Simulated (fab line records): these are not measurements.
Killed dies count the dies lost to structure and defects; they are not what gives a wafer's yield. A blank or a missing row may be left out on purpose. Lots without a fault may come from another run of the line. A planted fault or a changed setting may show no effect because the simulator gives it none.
Matching of chambers	flow nand_harc	NHARC_A_CONTACT_DESCUM_47 on rie_diel-05: 4 sister chambers
The step chemistry O2, time 3 s. 14 wafers are shown with their chamber, then 7 later ones without.

## WAFERS, EACH WITH ITS CHAMBER
wafer	chamber	showerhead_plenum_p_Torr (Torr)	drypump_motor_current_A (A)	rf_vpp_V (V)
L077.2	1	1.80	6.05	55.6
L077.5	2	2.03	6.12	59.1
L077.6	1	1.80	6.04	57.7
L081.2	1	1.79	6.03	57.8
L081.3	0	1.78	5.83	57.4
L081.5	3	1.95	5.81	58.9
L082.1	1	1.80	6.04	57.0
L082.4	0	1.78	5.85	57.0
L082.5	0	1.78	5.84	56.8
L088.1	2	2.02	6.09	58.0
L088.2	0	1.78	5.80	56.4
L088.3	3	1.95	5.85	58.4
L089.1	2	2.02	6.09	57.8
L089.3	1	1.79	6.05	58.3

SIGNATURES (means of the wafers above)
reading	chamber 0	chamber 1	chamber 2	chamber 3	scatter within a chamber
showerhead_plenum_p_Torr	1.7800	1.7960	2.0233	1.9500	0.00432
drypump_motor_current_A	5.8300	6.0420	6.1000	5.8300	0.0175
rf_vpp_V	56.900	57.280	58.300	58.650	0.775
Rule: a wafer's distance from a chamber is the root of the sum, over the readings, of the square of ((its reading less the chamber's mean) divided by the reading's scatter). The wafer belongs to the nearest chamber; if the next one is less than 2 further off, it can't be placed. How the scatter is found: for the shown wafers, subtract from each reading the mean of its chamber, square and add these, divide the total by (wafers less chambers), then take the root.

## WAFERS WITH NO CHAMBER GIVEN
wafer	showerhead_plenum_p_Torr (Torr)	drypump_motor_current_A (A)	rf_vpp_V (V)
L089.5	1.78	5.83	57.9
L092.1	1.77	5.83	57.4
L092.5	1.77	5.80	57.8
L092.6	1.79	6.04	57.3
L097.1	1.77	5.83	58.3
L097.5	1.77	5.86	57.8
L097.6	1.78	6.01	58.1

## WHICH CHAMBER EACH WENT THROUGH
wafer	from the rows above	in truth
L089.5	0	0
L092.1	0	0
L092.5	0	0
L092.6	1	1
L097.1	0	0
L097.5	0	0
L097.6	1	1
Correctly placed: 7 of 7. Number that these rows cannot place: 0. Number placed wrongly: 0.
